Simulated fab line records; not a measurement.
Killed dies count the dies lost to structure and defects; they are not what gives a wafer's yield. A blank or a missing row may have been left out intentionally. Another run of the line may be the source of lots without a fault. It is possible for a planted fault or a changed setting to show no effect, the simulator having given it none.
Which tool is to blame? ; flow nand_harc ; 36 wafers from 12 lots sampled at 6 of the route's 1302 steps

WHAT THE GAUGES READ, wafer by wafer
NHARC_A_BLC_INSPECT_28. Usual: 502 for raw_defect_count, sd 97.
lot;measured;on;raw_defect_count;flag
L694;day 23 05:48;defect_inspect-02;472 603 487;
L695;day 23 08:50;defect_inspect-01;374 487 564;
L699;day 25 16:13;defect_inspect-02;436 360 490;
L701;day 26 20:47;defect_inspect-01;563 430 427;
L703;day 26 21:35;defect_inspect-02;452 461 462;
L702;day 27 15:45;defect_inspect-01;336 415 444;
L704;day 28 01:22;defect_inspect-01;521 398 403;
L705;day 28 17:13;defect_inspect-02;727 511 706;
L708;day 28 20:29;defect_inspect-01;407 519 598;
L706;day 29 01:52;defect_inspect-01;467 391 509;
L715;day 31 17:52;defect_inspect-01;602 508 435;
L714;day 31 19:42;defect_inspect-01;531 479 581;

NHARC_A_M0_OVL_MEAS_10: pitch 160 nm. Usual: overlay_x_nm 0.1 nm, standard deviation 0.71; overlay_y_nm 0.0 nm, standard deviation 0.78.
lot;measured;on;overlay_x_nm (nm);overlay_y_nm (nm);flag
L694;day 23 06:47;overlay-01;-0.1 -0.1 -0.2;-0.6 -1.1 -1.2;
L695;day 23 09:42;overlay-01;-0.6 -0.4 -0.8;-0.1 0.3 -0.3;
L699;day 25 17:13;overlay-02;-0.4 0.1 -0.4;-0.1 -0.4 -0.1;
L701;day 26 21:46;overlay-02;1.7 0.8 1.9;1.4 1.8 1.3;
L703;day 26 22:36;overlay-02;-0.4 -0.7 -0.6;-0.6 -1.1 -1.1;
L702;day 27 16:37;overlay-02;0.5 1.3 1.1;1.1 1.3 0.9;
L704;day 28 02:22;overlay-02;-0.3 -0.3 -0.1;0.2 -0.3 -0.4;
L705;day 28 18:11;overlay-01;0.2 0.0 -0.5;0.2 0.8 0.5;
L708;day 28 21:28;overlay-02;-0.9 -0.3 -0.5;-0.5 -0.3 -0.5;
L706;day 29 02:46;overlay-01;0.1 0.4 0.0;1.6 1.4 1.4;
L715;day 31 18:51;overlay-02;1.1 0.7 0.2;-1.1 -0.8 -0.4;
L714;day 31 20:41;overlay-02;0.3 0.7 0.6;0.5 0.2 1.0;

NHARC_A_M0_THK_MEAS_24: measures by xrf. Usual: 114.2 nm for thk_nm, sd 1.5.
lot;measured;on;thk_nm (nm);flag
L694;day 23 09:18;film_metro-01;115.2 111.2 114.1;
L695;day 23 12:17;film_metro-01;115.4 113.0 112.3;
L699;day 25 19:38;film_metro-01;112.9 115.6 113.4;
L701;day 27 00:16;film_metro-02;114.9 111.7 113.5;
L703;day 27 01:04;film_metro-02;115.4 118.7 116.5;
L702;day 27 19:01;film_metro-01;404.0 410.0 406.2;OFF
L704;day 28 04:48;film_metro-01;396.0 395.4 401.0;OFF
L705;day 28 20:38;film_metro-01;116.3 113.7 114.4;
L708;day 28 23:58;film_metro-02;115.7 112.2 114.6;
L706;day 29 05:10;film_metro-02;115.5 112.3 116.1;
L715;day 31 21:17;film_metro-01;111.9 113.9 112.0;
L714;day 31 23:07;film_metro-02;112.6 115.6 115.3;

NHARC_END_SORT_01. Usual: defect_limited_yield 91.1 % (standard deviation 2.9); killed_at_array 55 (standard deviation 20); killed_at_other 1.1 (standard deviation 1.2); killed_at_periphery 3.8 (standard deviation 2.8); killed_dies 60 (standard deviation 19); killed_open 3.4 (standard deviation 1.9); killed_short 2.2 (standard deviation 1.5).
lot;measured;on;defect_limited_yield (%);killed_at_array;killed_at_other;killed_at_periphery;killed_dies;killed_open;killed_short;flag
L702;day 29 11:46;prober-02;0 0 0;672 673 671;0 1 1;5 3 5;677 677 677;4 5 6;2 0 4;OFF
L704;day 29 21:49;prober-01;0 0 0;675 675 672;1 0 0;1 2 5;677 677 677;3 4 2;3 3 1;OFF

TOOL THAT RAN EACH LOT (tool first, then ch and the chambers of the sampled wafers, then the start)
lot;NHARC_A_BLC_ETCH_17;NHARC_A_M0_CMP_23
L694;rie_diel-10 ch 0,3, day 23 05:48 or earlier;cmp-02 ch 1,2,3, day 23 08:59
L695;rie_diel-10 ch 0,1,3, day 23 08:50 or earlier;cmp-04 ch 0,3, day 23 12:01
L699;rie_diel-10 ch 1,2,3, day 25 16:13 or earlier;cmp-02 ch 0,1, day 25 19:19
L701;rie_diel-04 ch 0,2, day 26 20:47 or earlier;cmp-02 ch 0,3, day 26 23:57
L703;rie_diel-04 ch 0,1,2, day 26 21:35 or earlier;cmp-01 ch 0,2,3, day 27 00:46
L702;rie_diel-04 ch 1,3, day 27 15:45 or earlier;cmp-04 ch 0,3, day 27 18:44
L704;rie_diel-04 ch 0,3, day 28 01:22 or earlier;cmp-04 ch 0,1, day 28 04:29
L705;rie_diel-10 ch 0,1,2, day 28 17:13 or earlier;cmp-02 ch 0,1,2, day 28 20:21
L708;rie_diel-10 ch 0,1,2, day 28 20:29 or earlier;cmp-01 ch 0,2,3, day 28 23:39
L706;rie_diel-10 ch 0,1,3, day 29 01:52 or earlier;cmp-02 ch 0,1,2, day 29 04:55
L715;rie_diel-01 ch 1,2, day 31 17:52 or earlier;cmp-04 ch 0,3, day 31 20:58
L714;rie_diel-04 ch 0,2,3, day 31 19:42 or earlier;cmp-01 ch 1,2,3, day 31 22:50
- NHARC_A_BLC_ETCH_17: etches the open film in N2/H2, target depth 390 nm, time 609.38 s.
- NHARC_A_M0_CMP_23: polishes, t overpolish 20 s, target thk 113.75 nm.

AS READ BY THE TOOLS THEMSELVES (means over the sampled wafers that have a number; for cases with no such wafer, the mark the record gives instead)
NHARC_A_BLC_ETCH_17. Usual: drypump_motor_current_A 5.4 A, standard deviation 0.46; h2_flow_sccm 149.9 sccm, standard deviation 0.43; oes_product_au 1.002 a.u., standard deviation 0.012; rf_vpp_V 430.5 V, standard deviation 2.8; showerhead_plenum_p_Torr 2.03 Torr, standard deviation 0.1; throttle_valve_pct 14.171 %, standard deviation 0.0089.
lot;tool;drypump_motor_current_A (A);h2_flow_sccm (sccm);oes_product_au (a.u.);rf_vpp_V (V);showerhead_plenum_p_Torr (Torr);throttle_valve_pct (%);flag
L694;rie_diel-10;5.1;149.9;0.987;428.2;1.94;14.174;
L695;rie_diel-10;5.1;150.0;1.004;428.8;1.95;14.173;
L699;rie_diel-10;5.1;150.1;1.003;429.0;1.98;14.169;
L701;rie_diel-04;5.4;150.1;1.007;429.2;1.99;14.176;
L703;rie_diel-04;5.8;149.7;0.994;431.8;2.06;14.165;
L702;rie_diel-04;6.0;149.7;1.013;433.3;2.14;14.164;
L704;rie_diel-04;5.6;150.1;1.010;431.6;2.10;14.178;
L705;rie_diel-10;5.1;149.6;1.006;429.9;2.02;14.180;
L708;rie_diel-10;5.1;149.3;1.006;429.8;2.02;14.168;
L706;rie_diel-10;5.1;149.6;0.994;427.9;1.95;14.176;
L715;rie_diel-01;5.9;149.9;1.005;431.5;2.10;14.172;
L714;rie_diel-04;5.4;150.4;0.993;431.3;2.05;14.182;

NHARC_A_M0_CMP_23. Usual: edge_zone_pressure_frac 1.000, standard deviation 0.0051; motor_current_A 11.7 A, standard deviation 1.2; time_to_endpoint_s 30.3 s, standard deviation 2.8.
lot;tool;edge_zone_pressure_frac;motor_current_A (A);time_to_endpoint_s (s);flag
L694;cmp-02;0.999;12.0;27.0;
L695;cmp-04;1.001;14.2;29.0;
L699;cmp-02;1.003;11.1;29.5;
L701;cmp-02;1.000;12.7;31.6;
L703;cmp-01;0.998;10.6;33.2;
L702;cmp-04;-;-;-;OFF
L704;cmp-04;-;-;-;OFF
L705;cmp-02;0.996;11.4;32.1;
L708;cmp-01;1.004;11.1;30.1;
L706;cmp-02;0.999;11.2;32.9;
L715;cmp-04;1.001;13.0;31.3;
L714;cmp-01;1.000;11.2;29.3;

THE ANSWER, worked out from the rows above alone
Rule: lot off if the mean of its wafers having a number is beyond 3 standard deviations from the usual mean. Also off: a lot with no number at a reading for which 4 or more lots have one. Any other lot the step has rows for is counted as sound. First the gauges in route order, then the tools' own readings, where a lot's mean is used as printed above. At the first step where some lot is off, the reading lying furthest off is the one used; lots without a number count as furthest.
Off at NHARC_A_M0_THK_MEAS_24 (thk_nm): L702, L704.
If a tool, at a process step before that reading, ran all the lots that are off and no sound lot after the first of them, it fits. The gauges at NHARC_A_M0_THK_MEAS_24 aren't tried: what is off there is off at NHARC_END_SORT_01 too, on other tools, and a gauge's error can't cause that. With no start given for some of its lots, NHARC_A_BLC_ETCH_17 uses the hours and lot order of NHARC_A_BLC_INSPECT_28. No candidate that was tried fits.

WHAT WAS PUT IN BY THE SIMULATOR
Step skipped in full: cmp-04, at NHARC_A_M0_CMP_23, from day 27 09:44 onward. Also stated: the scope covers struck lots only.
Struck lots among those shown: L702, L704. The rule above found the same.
